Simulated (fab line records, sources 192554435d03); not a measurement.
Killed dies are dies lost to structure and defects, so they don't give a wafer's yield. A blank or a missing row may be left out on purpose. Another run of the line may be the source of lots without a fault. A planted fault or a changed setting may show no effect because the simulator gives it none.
fab line records -- flow n5-finfet -- part 1 of 2: steps 1 to 19 of 30
record: lots: 5, wafers: 15, last-day: 18
route steps=1938 shown BEOL_M6@1221
lots that met no fault: taken from a fault-free run of the same line
start-h: the number of hours between the record's first day and the start of the first shown wafer of the lot -- wait-h: hours from the lot's prior step to this one -- " the same as in the row above -- L1.1+2: one row covering several wafers at once -- - no value, or no start was given -- * or withheld: withheld -- < > ~ a bound
route shown NAME@n: a module of which the file shows steps, and the number in the route of the first -- usual: mean/standard deviation of fault-free wafers -- same: alike in all rows -- chamber/n: place in a boat -- sites: the reading at each site -- _std_site: how widely they spread, as a standard deviation -- _edge_site: mean of outer sites minus mean of inner sites -- radius-mm: for every site, how far away it sits from the centre of the wafer -- mask NAME#n: copy n -- behind: tool/chamber where the wafer was last shaped -- hold: why the lot was held/for how many hours/how that ended -- device: whichever transistor did not switch (one of n, p or np) -- end of line: tests of these same wafers at the route's end -- where a step has no rows: the recipe by itself -- killed: at the first sort, the dies lost to defects and structure; wafer yield is something else -- map: the dies of a wafer, with x for killed, . for not killed, _ for no die there
set.NAME: the setting as run; set.NAME@STEP: as run at that earlier step -- model.NAME: the simulator's own value behind a step, which no gauge read
lots seen at some steps along the route; tables by step, rows by wafer
services: from which hour (start-h, from the record's first day; less than 0 if before it) a tool's chamber was out of use, for how many hours, and why
== steps ==
step: N5_BEOL_M6_COAT_22
recipe: resist: CAR-EUV, spin-rpm: 1500, resist-thk-nm: 30
lot.wafer,tool,chamber,start-h,wait-h
L079.1+2+5,litho-track-05,0,-,-
L081.1+3+6,litho-track-05,0,-,-
L082.3+4+6,litho-track-03,0,-,-
L085.1+2+6,litho-track-04,0,-,-
L093.2+3+4,litho-track-04,0,-,-
step: N5_BEOL_M6_EBR_24
recipe: solvent: PGMEA, ebr-width-mm: 1.5
lot.wafer,tool,chamber,start-h,wait-h
L079.1+2+5,litho-track-05,0,-,-
L081.1+3+6,litho-track-05,0,-,-
L082.3+4+6,litho-track-03,0,-,-
L085.1+2+6,litho-track-04,0,-,-
L093.2+3+4,litho-track-04,0,-,-
step: N5_BEOL_M6_SOFTBAKE_23
recipe: temp-c: 110, time-s: 60, resist: CAR-EUV
usual: heater-power-total-W: 175.2/1.6
lot.wafer,tool,chamber,start-h,wait-h,heater-power-total-W
L079.1,litho-track-05,0,-,-,177.2
L079.2,litho-track-05,0,-,-,174.0
L079.5,litho-track-05,0,-,-,173.3
L081.1,litho-track-05,0,-,-,174.0
L081.3,litho-track-05,0,-,-,175.8
L081.6,litho-track-05,0,-,-,177.1
L082.3,litho-track-03,0,-,-,174.2
L082.4,litho-track-03,0,-,-,174.0
L082.6,litho-track-03,0,-,-,177.4
L085.1,litho-track-04,0,-,-,174.4
L085.2,litho-track-04,0,-,-,173.5
L085.6,litho-track-04,0,-,-,176.3
L093.2,litho-track-04,0,-,-,177.5
L093.3,litho-track-04,0,-,-,173.9
L093.4,litho-track-04,0,-,-,174.6
step: N5_BEOL_M6_EXPOSE_25
recipe: mask-id: V5, na: 0.33, source-shape: annular, sigma-inner: 0.4, sigma-outer: 0.8, polarization: unpolarized, target-cd-nm: 40, dose-mj: 45
usual: focus-offset-nm: 0.1/0.55
same: na: 0.33
lot.wafer,tool,chamber,start-h,wait-h,mask,focus-offset-nm
L079.1,euv-scanner-02,0,222.99,-,V5#0,-0.1
L079.2,euv-scanner-02,0,222.99,-,V5#0,0.3
L079.5,euv-scanner-02,0,222.99,-,V5#0,0.0
L081.1,euv-scanner-01,0,229.10,-,V5#0,-0.1
L081.3,euv-scanner-01,0,229.10,-,V5#0,0.0
L081.6,euv-scanner-01,0,229.10,-,V5#0,-0.1
L082.3,euv-scanner-01,0,229.48,-,V5#0,-1.0
L082.4,euv-scanner-01,0,229.48,-,V5#0,0.0
L082.6,euv-scanner-01,0,229.48,-,V5#0,0.3
L085.1,euv-scanner-02,0,250.41,-,V5#0,0.6
L085.2,euv-scanner-02,0,250.41,-,V5#0,-0.8
L085.6,euv-scanner-02,0,250.41,-,V5#0,0.5
L093.2,euv-scanner-01,0,327.48,-,V5#0,0.2
L093.3,euv-scanner-01,0,327.48,-,V5#0,-0.4
L093.4,euv-scanner-01,0,327.48,-,V5#0,-0.3
step: N5_BEOL_M6_PEB_26
recipe: peb-temp-c: 100, peb-time-s: 60, resist: CAR-EUV
usual: heater-power-total-W: 154.0/1.1
same: peb-time-s: 60
lot.wafer,tool,chamber,start-h,wait-h,heater-power-total-W
L079.1,litho-track-03,0,223.05,0.1,152.7
L079.2,litho-track-03,0,223.05,0.1,155.6
L079.5,litho-track-03,0,223.05,0.1,153.5
L081.1,litho-track-04,0,229.17,0.1,152.9
L081.3,litho-track-04,0,229.17,0.1,155.3
L081.6,litho-track-04,0,229.17,0.1,152.6
L082.3,litho-track-04,0,229.53,0.0,152.7
L082.4,litho-track-04,0,229.53,0.0,155.3
L082.6,litho-track-04,0,229.53,0.0,155.6
L085.1,litho-track-05,0,250.48,0.1,154.9
L085.2,litho-track-05,0,250.48,0.1,154.3
L085.6,litho-track-05,0,250.48,0.1,155.3
L093.2,litho-track-03,0,327.55,0.1,153.9
L093.3,litho-track-03,0,327.55,0.1,154.7
L093.4,litho-track-03,0,327.55,0.1,155.3
step: N5_BEOL_M6_DEVELOP_27
recipe: develop-time-s: 30, developer: TMAH, resist: CAR-EUV, rinse-liquid: surfactant-rinse, dry: air-spin, dev-temp-c: 23
lot.wafer,tool,chamber,start-h,wait-h
L079.1+2+5,litho-track-03,0,-,-
L081.1+3+6,litho-track-04,0,-,-
L082.3+4+6,litho-track-04,0,-,-
L085.1+2+6,litho-track-05,0,-,-
L093.2+3+4,litho-track-03,0,-,-
step: N5_BEOL_M6_CD_MEAS_28
recipe: target-cd-nm: 40, landing-energy-ev: 500, detector: se-inlens
usual: cd-nm: 40.03/0.24
lot.wafer,tool,chamber,start-h,wait-h,cd-nm
L079.1,cd-sem-03,0,223.12,-,39.33
L079.2,cd-sem-03,0,223.12,-,39.80
L079.5,cd-sem-03,0,223.12,-,39.74
L081.1,cd-sem-01,0,229.24,-,39.71
L081.3,cd-sem-01,0,229.24,-,39.85
L081.6,cd-sem-01,0,229.24,-,40.04
L082.3,cd-sem-01,0,229.60,-,40.08
L082.4,cd-sem-01,0,229.60,-,40.39
L082.6,cd-sem-01,0,229.60,-,40.25
L085.1,cd-sem-01,0,250.55,-,40.16
L085.2,cd-sem-01,0,250.55,-,40.15
L085.6,cd-sem-01,0,250.55,-,40.25
L093.2,cd-sem-02,0,327.61,-,39.76
L093.3,cd-sem-02,0,327.61,-,39.55
L093.4,cd-sem-02,0,327.61,-,39.77
step: N5_BEOL_M6_OVL_MEAS_29
recipe: points-per-wafer: 522
usual: V5_OVL: 0.0/0.71
lot.wafer,tool,chamber,start-h,wait-h,V5_OVL[nm]
L079.1,overlay-02,0,223.15,0.0,0.6
L079.2,overlay-02,0,223.15,0.0,-0.4
L079.5,overlay-02,0,223.15,0.0,0.2
L081.1,overlay-02,0,229.27,0.0,0.4
L081.3,overlay-02,0,229.27,0.0,0.8
L081.6,overlay-02,0,229.27,0.0,1.2
L082.3,overlay-01,0,229.64,0.0,1.1
L082.4,overlay-01,0,229.64,0.0,-0.2
L082.6,overlay-01,0,229.64,0.0,0.6
L085.1,overlay-02,0,250.58,0.0,1.4
L085.2,overlay-02,0,250.58,0.0,0.9
L085.6,overlay-02,0,250.58,0.0,-1.3
L093.2,overlay-02,0,327.65,0.0,0.4
L093.3,overlay-02,0,327.65,0.0,-0.9
L093.4,overlay-02,0,327.65,0.0,1.1
step: N5_BEOL_M6_INSPECT_30
recipe: mode: adi, inspect-instrument: brightfield
usual: raw-defect-count: 384/87
lot.wafer,tool,chamber,start-h,wait-h,raw-defect-count
L079.1,defect-inspect-01,-,223.21,0.1,441
L079.2,defect-inspect-01,-,223.21,0.1,479
L079.5,defect-inspect-01,-,223.21,0.1,566
L081.1,defect-inspect-02,-,229.33,0.1,434
L081.3,defect-inspect-02,-,229.33,0.1,436
L081.6,defect-inspect-02,-,229.33,0.1,407
L082.3,defect-inspect-01,-,229.69,0.0,442
L082.4,defect-inspect-01,-,229.69,0.0,325
L082.6,defect-inspect-01,-,229.69,0.0,360
L085.1,defect-inspect-02,-,250.63,0.1,520
L085.2,defect-inspect-02,-,250.63,0.1,428
L085.6,defect-inspect-02,-,250.63,0.1,385
L093.2,defect-inspect-02,-,327.70,0.0,437
L093.3,defect-inspect-02,-,327.70,0.0,353
L093.4,defect-inspect-02,-,327.70,0.0,531
step: N5_BEOL_M6_DESCUM_33
recipe: chemistry: O2, time-s: 7, source-power-w: 50, bias-power-w: 20, pressure-mtorr: 20, rf-frequency-hz: 2.712e+07, temp-c: 40, resist: CAR-EUV, o2-flow-sccm: 225
usual: drypump-motor-current-A: 5.6/0.47, oes-product-au: 0.79/0.079, rf-vpp-V: 243.3/1.7, showerhead-plenum-p-Torr: 2.10/0.082, throttle-valve-pct: 20.42/0.25
lot.wafer,tool,chamber,start-h,wait-h,drypump-motor-current-A,oes-product-au,rf-hours-counter-h,rf-vpp-V,showerhead-plenum-p-Torr,throttle-valve-pct
L079.1,rie-diel-06,3,223.29,0.1,6.0,0.77,138,244.3,2.21,20.75
L079.2,rie-diel-06,0,223.29,0.1,5.8,0.90,44,244.8,2.21,20.32
L079.5,rie-diel-06,1,223.29,0.1,5.8,0.76,-,240.8,2.01,20.51
L081.1,rie-diel-04,0,229.53,0.2,4.7,0.81,96,243.5,2.10,20.17
L081.3,rie-diel-04,1,229.53,0.2,5.9,0.71,194,245.0,2.15,20.15
L081.6,rie-diel-04,1,229.53,0.2,5.9,0.70,-,245.2,2.15,20.16
L082.3,rie-diel-05,3,229.72,0.0,5.5,0.67,246,245.1,2.15,20.81
L082.4,rie-diel-05,1,229.72,0.0,5.1,0.95,-,244.0,2.16,20.60
L082.6,rie-diel-05,3,229.72,0.0,5.6,0.67,-,242.9,2.15,20.82
L085.1,rie-diel-04,3,251.49,0.9,5.8,0.74,182,240.2,1.99,20.62
L085.2,rie-diel-04,1,251.49,0.9,5.9,0.71,200,243.9,2.15,20.17
L085.6,rie-diel-04,0,251.49,0.9,4.7,0.81,-,242.3,2.10,20.19
L093.2,rie-diel-04,0,327.74,0.0,4.7,0.78,131,243.1,2.09,20.23
L093.3,rie-diel-04,2,327.74,0.0,5.8,0.75,135,244.3,2.10,20.65
L093.4,rie-diel-04,3,327.74,0.0,5.8,0.71,210,241.7,1.98,20.66
step: N5_BEOL_M6_ETCH_72
recipe: chemistry: N2/H2, target: underlayer, target-depth-a: 65, mask-material: CAR-EUV, time-s: 5.2, ion-energy-ev: 200, pressure-mtorr: 30, source-w: 840, bias-w: 150, n2-flow-sccm: 200, h2-flow-sccm: 200, ends: cleared
usual: drypump-motor-current-A: 5.6/0.47, etch-rf-on-time-s: 5.15/0.11, oes-product-au: 0.67/0.066, rf-vpp-V: 524/3, showerhead-plenum-p-Torr: 2.55/0.1, throttle-valve-pct: 17.83/0.23
lot.wafer,tool,chamber,start-h,wait-h,drypump-motor-current-A,etch-rf-on-time-s,oes-product-au,rf-hours-counter-h,rf-vpp-V,showerhead-plenum-p-Torr,throttle-valve-pct
L079.1,rie-diel-06,3,223.32,0.0,6.0,5.19,0.65,138,528,2.66,17.93
L079.2,rie-diel-06,0,223.32,0.0,5.8,5.05,0.75,44,529,2.71,17.97
L079.5,rie-diel-06,1,223.32,0.0,5.8,5.27,0.65,-,520,2.44,17.90
L081.1,rie-diel-04,0,229.56,0.0,4.8,5.14,0.69,96,526,2.55,17.68
L081.3,rie-diel-04,1,229.56,0.0,6.0,5.07,0.62,194,527,2.62,17.68
L081.6,rie-diel-04,1,229.56,0.0,5.9,5.11,0.61,-,527,2.62,17.66
L082.3,rie-diel-05,3,229.76,0.0,5.6,5.26,0.58,246,525,2.59,18.07
L082.4,rie-diel-05,1,229.76,0.0,5.1,5.11,0.79,-,525,2.59,17.76
L082.6,rie-diel-05,3,229.76,0.0,5.6,5.23,0.58,-,527,2.59,18.09
L085.1,rie-diel-04,3,251.53,0.0,5.8,5.00,0.65,182,522,2.41,17.96
L085.2,rie-diel-04,1,251.53,0.0,6.0,5.14,0.61,201,526,2.62,17.69
L085.6,rie-diel-04,0,251.53,0.0,4.7,5.18,0.67,-,523,2.55,17.69
L093.2,rie-diel-04,0,327.77,0.0,4.7,5.21,0.65,131,523,2.54,17.75
L093.3,rie-diel-04,2,327.77,0.0,5.8,5.01,0.66,135,527,2.57,18.16
L093.4,rie-diel-04,3,327.77,0.0,5.8,5.03,0.62,210,519,2.40,18.00
step: N5_BEOL_M6_ETCH_65
recipe: chemistry: CF4, target: SiARC, target-depth-a: 156, mask-material: CAR-EUV, time-s: 26, ion-energy-ev: 80, pressure-mtorr: 40, source-w: 545, bias-w: 36, Ar_flow_sccm: 100, cf4-flow-sccm: 100, ends: cleared
usual: drypump-motor-current-A: 5.6/0.47, etch-rf-on-time-s: 25.7/0.61, oes-product-au: 0.68/0.067, rf-vpp-V: 184.1/1.3, showerhead-plenum-p-Torr: 2.15/0.079, throttle-valve-pct: 15.61/0.24
lot.wafer,tool,chamber,start-h,wait-h,drypump-motor-current-A,etch-rf-on-time-s,oes-product-au,rf-hours-counter-h,rf-vpp-V,showerhead-plenum-p-Torr,throttle-valve-pct
L079.1,rie-diel-06,3,223.34,0.0,6.0,25.6,0.66,138,186.2,2.23,15.72
L079.2,rie-diel-06,0,223.34,0.0,5.8,25.0,0.77,44,186.4,2.28,15.68
L079.5,rie-diel-06,1,223.34,0.0,5.8,26.5,0.65,-,183.5,2.06,15.70
L081.1,rie-diel-04,0,229.58,0.0,4.7,26.0,0.69,96,182.8,2.16,15.42
L081.3,rie-diel-04,1,229.58,0.0,5.9,25.7,0.62,194,184.7,2.20,15.42
L081.6,rie-diel-04,1,229.58,0.0,5.9,25.6,0.62,-,184.6,2.20,15.44
L082.3,rie-diel-05,3,229.77,0.0,5.6,26.1,0.57,246,185.7,2.19,16.03
L082.4,rie-diel-05,1,229.77,0.0,5.2,25.8,0.80,-,185.3,2.19,15.54
L082.6,rie-diel-05,3,229.77,0.0,5.6,26.3,0.58,-,185.1,2.19,16.01
L085.1,rie-diel-04,3,251.54,0.0,5.8,25.1,0.65,182,181.9,2.05,15.89
L085.2,rie-diel-04,1,251.54,0.0,5.9,25.8,0.62,201,185.7,2.20,15.45
L085.6,rie-diel-04,0,251.54,0.0,4.8,25.9,0.69,-,184.1,2.16,15.41
L093.2,rie-diel-04,0,327.79,0.0,4.8,26.3,0.66,131,183.3,2.15,15.48
L093.3,rie-diel-04,2,327.79,0.0,5.8,25.1,0.66,135,184.1,2.14,15.74
L093.4,rie-diel-04,3,327.79,0.0,5.8,25.3,0.63,210,183.2,2.04,15.94
step: N5_BEOL_M6_ETCH_66
recipe: chemistry: N2/H2, target: SOC, target-depth-a: 800, overetch-a: 160, mask-material: SiARC, temp-c: 40, time-s: 120, ion-energy-ev: 200, pressure-mtorr: 30, source-w: 840, bias-w: 150, n2-flow-sccm: 200, h2-flow-sccm: 200
usual: drypump-motor-current-A: 5.6/0.47, oes-product-au: 0.60/0.055, rf-vpp-V: 524.1/2.9, showerhead-plenum-p-Torr: 2.55/0.1, throttle-valve-pct: 17.78/0.23
lot.wafer,tool,chamber,start-h,wait-h,drypump-motor-current-A,oes-product-au,rf-hours-counter-h,rf-vpp-V,showerhead-plenum-p-Torr,throttle-valve-pct
L079.1,rie-diel-06,3,223.37,0.0,6.0,0.59,138,526.2,2.66,17.90
L079.2,rie-diel-06,0,223.37,0.0,5.8,0.67,44,526.5,2.71,17.92
L079.5,rie-diel-06,1,223.37,0.0,5.8,0.58,-,519.3,2.44,17.85
L081.1,rie-diel-04,0,229.61,0.0,4.7,0.61,96,523.9,2.55,17.64
L081.3,rie-diel-04,1,229.61,0.0,5.9,0.55,194,524.9,2.62,17.64
L081.6,rie-diel-04,1,229.61,0.0,6.0,0.55,-,525.7,2.62,17.64
L082.3,rie-diel-05,3,229.80,0.0,5.6,0.52,246,525.4,2.59,18.03
L082.4,rie-diel-05,1,229.80,0.0,5.2,0.70,-,526.3,2.59,17.69
L082.6,rie-diel-05,3,229.80,0.0,5.6,0.53,-,526.3,2.59,18.03
L085.1,rie-diel-04,3,251.57,0.0,5.8,0.57,182,520.7,2.41,17.90
L085.2,rie-diel-04,1,251.57,0.0,5.9,0.55,201,525.4,2.62,17.64
L085.6,rie-diel-04,0,251.57,0.0,4.7,0.61,-,525.5,2.55,17.66
L093.2,rie-diel-04,0,327.81,0.0,4.7,0.59,131,524.1,2.54,17.69
L093.3,rie-diel-04,2,327.81,0.0,5.8,0.57,135,524.2,2.57,18.13
L093.4,rie-diel-04,3,327.81,0.0,5.8,0.56,210,518.9,2.40,17.95
step: N5_BEOL_M6_STRIP_69
recipe: chemistry: N2/H2, temp-c: 40, n2-flow-sccm: 200, h2-flow-sccm: 200, rf-frequency-hz: 6e+07
lot.wafer,tool,chamber,start-h,wait-h
L079.1+2+5,rie-diel-06,"3,0,1",223.45,0.0
L081.1+3+6,rie-diel-04,"0,1,1",229.69,0.0
L082.3+4+6,rie-diel-05,"3,1,3",229.88,0.0
L085.1+2+6,rie-diel-04,"3,1,0",251.65,0.0
L093.2+3+4,rie-diel-04,"0,2,3",327.90,0.0
step: N5_BEOL_M6_STRIP_73
recipe: chemistry: N2/H2, temp-c: 40, n2-flow-sccm: 200, h2-flow-sccm: 200, rf-frequency-hz: 6e+07
lot.wafer,tool,chamber,start-h,wait-h
L079.1+2+5,rie-diel-06,"3,0,1",223.46,0.0
L081.1+3+6,rie-diel-04,"0,1,1",229.70,0.0
L082.3+4+6,rie-diel-05,"3,1,3",229.89,0.0
L085.1+2+6,rie-diel-04,"3,1,0",251.66,0.0
L093.2+3+4,rie-diel-04,"0,2,3",327.91,0.0
step: N5_BEOL_M6_VIA_ETCH_34
recipe: chemistry: C4F6/O2, target: SiCOH_lowk, target-depth-a: 1263, mask-material: SOC, taper-deg: 4, time-s: 50.9, ion-energy-ev: 250, pressure-mtorr: 30, source-w: 345, bias-w: 185, Ar_flow_sccm: 300, C4F6_flow_sccm: 10, O2_flow_sccm: 10
usual: drypump-motor-current-A: 5.6/0.47, oes_ar_750_au: 0.79/0.074, oes-product-au: 0.79/0.079, rf-vpp-V: 672/18, showerhead-plenum-p-Torr: 2.86/0.1, throttle-valve-pct: 20.88/0.26
lot.wafer,tool,chamber,start-h,wait-h,drypump-motor-current-A,oes_ar_750_au,oes-product-au,rf-hours-counter-h,rf-vpp-V,showerhead-plenum-p-Torr,throttle-valve-pct
L079.1,rie-diel-06,3,223.47,0.0,6.0,0.78,0.76,138,658,2.97,21.00
L079.2,rie-diel-06,0,223.47,0.0,5.9,0.89,0.89,44,644,3.02,20.96
L079.5,rie-diel-06,1,223.47,0.0,5.8,0.75,0.75,-,689,2.74,20.98
L081.1,rie-diel-04,0,229.71,0.0,4.7,0.79,0.81,96,695,2.87,20.74
L081.3,rie-diel-04,1,229.71,0.0,5.9,0.73,0.73,194,692,2.92,20.62
L081.6,rie-diel-04,1,229.71,0.0,5.9,0.73,0.73,-,690,2.92,20.62
L082.3,rie-diel-05,3,229.90,0.0,5.6,0.68,0.68,246,669,2.89,21.13
L082.4,rie-diel-05,1,229.90,0.0,5.2,0.92,0.94,-,690,2.93,21.08
L082.6,rie-diel-05,3,229.90,0.0,5.6,0.68,0.68,-,669,2.89,21.15
L085.1,rie-diel-04,3,251.67,0.0,5.8,0.76,0.76,182,664,2.72,21.13
L085.2,rie-diel-04,1,251.67,0.0,5.9,0.72,0.72,201,691,2.92,20.61
L085.6,rie-diel-04,0,251.67,0.0,4.7,0.79,0.79,-,696,2.87,20.74
L093.2,rie-diel-04,0,327.92,0.0,4.8,0.76,0.78,131,696,2.86,20.78
L093.3,rie-diel-04,2,327.92,0.0,5.8,0.77,0.77,135,679,2.86,21.09
L093.4,rie-diel-04,3,327.92,0.0,5.8,0.75,0.73,210,663,2.71,21.16
step: N5_BEOL_M6_STRIP_76
recipe: chemistry: C4F6/O2, resist: SiARC, rf-frequency-hz: 6e+07
lot.wafer,tool,chamber,start-h,wait-h
L079.1+2+5,rie-diel-06,"3,0,1",223.51,0.0
L081.1+3+6,rie-diel-04,"0,1,1",229.75,0.0
L082.3+4+6,rie-diel-05,"3,1,3",229.94,0.0
L085.1+2+6,rie-diel-04,"3,1,0",251.71,0.0
L093.2+3+4,rie-diel-04,"0,2,3",327.96,0.0
step: N5_BEOL_M6_STRIP_36
recipe: chemistry: N2/H2, power-w: 450, temp-c: 40, pressure-mtorr: 20, rf-frequency-hz: 6e+07, overash-fraction: 0.3, bias-power-w: 7, h2-frac: 0.5, n2-flow-sccm: 200, h2-flow-sccm: 200
usual: drypump-motor-current-A: 5.6/0.47, oes-product-au: 0.79/0.078, rf-vpp-V: 59.3/1.5, showerhead-plenum-p-Torr: 2.55/0.1, throttle-valve-pct: 23.58/0.25
lot.wafer,tool,chamber,start-h,wait-h,drypump-motor-current-A,oes-product-au,rf-hours-counter-h,rf-vpp-V,showerhead-plenum-p-Torr,throttle-valve-pct
L079.1,rie-diel-06,3,223.52,0.0,6.0,0.77,138,60.0,2.66,23.63
L079.2,rie-diel-06,0,223.52,0.0,5.9,0.89,44,60.8,2.70,23.85
L079.5,rie-diel-06,1,223.52,0.0,5.8,0.76,-,58.8,2.44,23.62
L081.1,rie-diel-04,0,229.76,0.0,4.8,0.82,96,60.8,2.55,23.57
L081.3,rie-diel-04,1,229.76,0.0,5.9,0.72,194,59.0,2.62,23.51
L081.6,rie-diel-04,1,229.76,0.0,5.9,0.71,-,60.5,2.62,23.47
L082.3,rie-diel-05,3,229.95,0.0,5.6,0.67,246,60.0,2.58,23.63
L082.4,rie-diel-05,1,229.95,0.0,5.1,0.95,-,58.8,2.59,23.47
L082.6,rie-diel-05,3,229.95,0.0,5.6,0.67,-,60.0,2.58,23.68
L085.1,rie-diel-04,3,251.72,0.0,5.8,0.74,182,56.8,2.41,23.58
L085.2,rie-diel-04,1,251.72,0.0,5.9,0.71,201,57.2,2.62,23.49
L085.6,rie-diel-04,0,251.72,0.0,4.8,0.81,-,60.1,2.54,23.60
L093.2,rie-diel-04,0,327.97,0.0,4.8,0.78,131,58.7,2.53,23.62
L093.3,rie-diel-04,2,327.97,0.0,5.8,0.75,135,59.7,2.56,24.08
L093.4,rie-diel-04,3,327.97,0.0,5.8,0.72,210,60.0,2.39,23.61
step: N5_BEOL_M6_TRENCH_ETCH_37
recipe: chemistry: C4F6/O2, target-depth-a: 944.35, target: SiCOH_lowk, time-s: 31.5, ion-energy-ev: 250, pressure-mtorr: 30, source-w: 345, bias-w: 185, Ar_flow_sccm: 300, C4F6_flow_sccm: 10, O2_flow_sccm: 10
usual: drypump-motor-current-A: 5.6/0.47, oes_ar_750_au: 0.79/0.073, oes-product-au: 0.79/0.079, rf-vpp-V: 672/18, showerhead-plenum-p-Torr: 2.86/0.1, throttle-valve-pct: 20.91/0.27
lot.wafer,tool,chamber,start-h,wait-h,drypump-motor-current-A,oes_ar_750_au,oes-product-au,rf-hours-counter-h,rf-vpp-V,showerhead-plenum-p-Torr,throttle-valve-pct
L079.1,rie-diel-06,3,-,-,6.0,0.78,0.77,138,658,2.96,21.05
L079.2,rie-diel-06,0,-,-,5.8,0.89,0.88,44,644,3.02,21.00
L079.5,rie-diel-06,1,-,-,5.8,0.75,0.75,-,688,2.74,21.01
L081.1,rie-diel-04,0,-,-,4.8,0.80,0.80,96,696,2.87,20.76
L081.3,rie-diel-04,1,-,-,5.9,0.72,0.72,194,692,2.92,20.64
L081.6,rie-diel-04,1,-,-,5.9,0.73,0.72,-,692,2.92,20.62
L082.3,rie-diel-05,3,-,-,5.5,0.68,0.68,246,670,2.89,21.14
L082.4,rie-diel-05,1,-,-,5.2,0.93,0.95,-,691,2.93,21.10
L082.6,rie-diel-05,3,-,-,5.5,0.69,0.67,-,669,2.89,21.15
L085.1,rie-diel-04,3,-,-,5.8,0.76,0.74,182,663,2.72,21.15
L085.2,rie-diel-04,1,-,-,5.9,0.72,0.71,201,691,2.92,20.66
L085.6,rie-diel-04,0,-,-,4.7,0.79,0.80,-,696,2.87,20.77
L093.2,rie-diel-04,0,-,-,4.8,0.76,0.77,131,696,2.86,20.81
L093.3,rie-diel-04,2,-,-,5.8,0.77,0.77,136,679,2.86,21.12
L093.4,rie-diel-04,3,-,-,5.7,0.74,0.73,210,664,2.71,21.19
